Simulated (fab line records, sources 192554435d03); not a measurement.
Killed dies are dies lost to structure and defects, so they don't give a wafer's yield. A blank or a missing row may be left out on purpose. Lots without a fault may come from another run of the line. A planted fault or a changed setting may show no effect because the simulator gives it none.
One fault seen from 3 desks | flow n5_finfet | each desk has only its own numbers; what lay behind them comes last

THE METROLOGY DESK
What the gauges read, lot by lot, whatever tool the lot ran on: means of the sampled wafers that have a number. A lot is out of limits, marked OUT, if its mean lies more than 4 standard deviations from the usual mean; the brackets give that distance. Of its 11 readings 7 are shown: those that lie furthest out on some lot.
Columns: A = cd_nm at N5_FIN_SAQP_CD_MEAS_31, usual 8.09 nm; B = IOFF_N at N5_BEOL_M4_RC_MEAS_101, usual 0.160 nA/um; C = IOFF_P at N5_BEOL_M4_RC_MEAS_101, usual 0.211 nA/um; D = ION_P at N5_BEOL_M4_RC_MEAS_101, usual 463 uA/um; E = SS_N at N5_BEOL_M4_RC_MEAS_101, usual 71.4 mV/dec; F = SS_P at N5_BEOL_M4_RC_MEAS_101, usual 73.3 mV/dec; G = VT_P at N5_BEOL_M4_RC_MEAS_101, usual -250.1 mV
lot  | first seen here | A    | B     | C     | D   | E    | F    | G
L723 | day 3 08:59     | 7.81 | 0.152 | 0.170 | 452 | 71.5 | 73.9 | -256.3
L726 | day 4 02:52     | 8.24 | 0.163 | 0.214 | 462 | 70.7 | 73.3 | -250.3
L728 | day 4 14:22     | 8.16 | 0.144 | 0.191 | 461 | 71.1 | 73.0 | -249.3
L729 | day 4 20:32     | 8.03 | 0.145 | 0.214 | 463 | 71.6 | 73.7 | -249.6
L730 | day 5 02:40     | 7.87 | 0.157 | 0.184 | 454 | 71.8 | 73.4 | -253.4
L738 | day 7 02:08     | 8.29 | 0.134 | 0.188 | 463 | 70.9 | 72.3 | -250.7
L740 | day 7 13:49     | 7.95 | 0.177 | 0.235 | 469 | 71.9 | 73.9 | -248.5
L741 | day 7 19:40     | 8.12 | 0.146 | 0.210 | 459 | 71.4 | 73.8 | -250.1
This desk's finding: nothing out of limits on any of the 8 lots.

THE DEFECT DESK
What the inspections along the route counted, lot by lot: means of the sampled wafers that have a number. A lot is out of limits, marked OUT, if its mean lies more than 4 standard deviations from the usual mean; the brackets give that distance.
Columns: A = raw_defect_count at N5_FIN_SAQP_INSPECT_40, usual 223; B = raw_defect_count at N5_FIN_CUT_INSPECT_10, usual 42; C = raw_defect_count at N5_FIN_CUT_INSPECT_17, usual 228
lot  | first seen here | A              | B             | C
L723 | day 3 09:34     | 397            | 67            | 398
L726 | day 4 03:26     | 198            | 36            | 202
L728 | day 4 14:59     | 211            | 50            | 217
L729 | day 4 21:07     | 619 (+5.7) OUT | 409 (+33) OUT | 631 (+5.8) OUT
L730 | day 5 03:16     | 420            | 216 (+16) OUT | 426
L738 | day 7 02:48     | 309            | 54            | 301
L740 | day 7 14:25     | 189            | 35            | 178
L741 | day 7 20:16     | 148            | 37            | 159
This desk's finding: out of limits on L729, L730; first on L729, day 4 21:07 (raw_defect_count at N5_FIN_SAQP_INSPECT_40). In limits: L723, L726, L728, L738, L740, L741.

THE TOOL OWNER'S DESK: ald_sin-02
The tool's own readings at N5_FIN_SAQP_SPACER2_ALD_28 (deposits SiO2, target thk 8.1 nm, pulse time 1 s, purge time 2 s): means of the sampled wafers that have a number, for each lot that ran on this tool. A lot is out of limits, marked OUT, if its mean lies more than 4 standard deviations from the usual mean; the brackets give that distance.
Columns: A = heater_power_w at N5_FIN_SAQP_SPACER2_ALD_28, usual 459 W; B = precursor_pulse_height_rel at N5_FIN_SAQP_SPACER2_ALD_28, usual 1.000; C = susceptor_temp_C at N5_FIN_SAQP_SPACER2_ALD_28, usual 300.02 C
lot  | first seen here | A   | B     | C
L726 | day 4 02:17     | 452 | 0.997 | 300.04
L728 | day 4 13:50     | 511 | 0.996 | 300.14
L729 | day 4 19:59     | 468 | 1.006 | 300.05
L730 | day 5 02:09     | 481 | 1.012 | 300.16
This desk's finding: nothing out of limits on any of the 4 lots.

PUT TOGETHER
The defect desk could have raised an alarm at day 4 21:07, on L729, L730.
The metrology desk saw nothing out of limits.
The tool owner's desk saw nothing out of limits.
The metrology desk has L729, L730 on record, within its limits.
The tool owner's desk has L729, L730 on record, within its limits.
Of the lots named, all ran N5_FIN_SAQP_SPACER2_ALD_28 on ald_sin-02.

WHAT THE SIMULATOR HAD PUT IN
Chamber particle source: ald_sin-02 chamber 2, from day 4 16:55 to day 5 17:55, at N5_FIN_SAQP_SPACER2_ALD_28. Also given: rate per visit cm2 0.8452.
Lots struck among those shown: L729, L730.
Hours from the fault's start to each desk's first reading out of limits: the defect desk, 4.
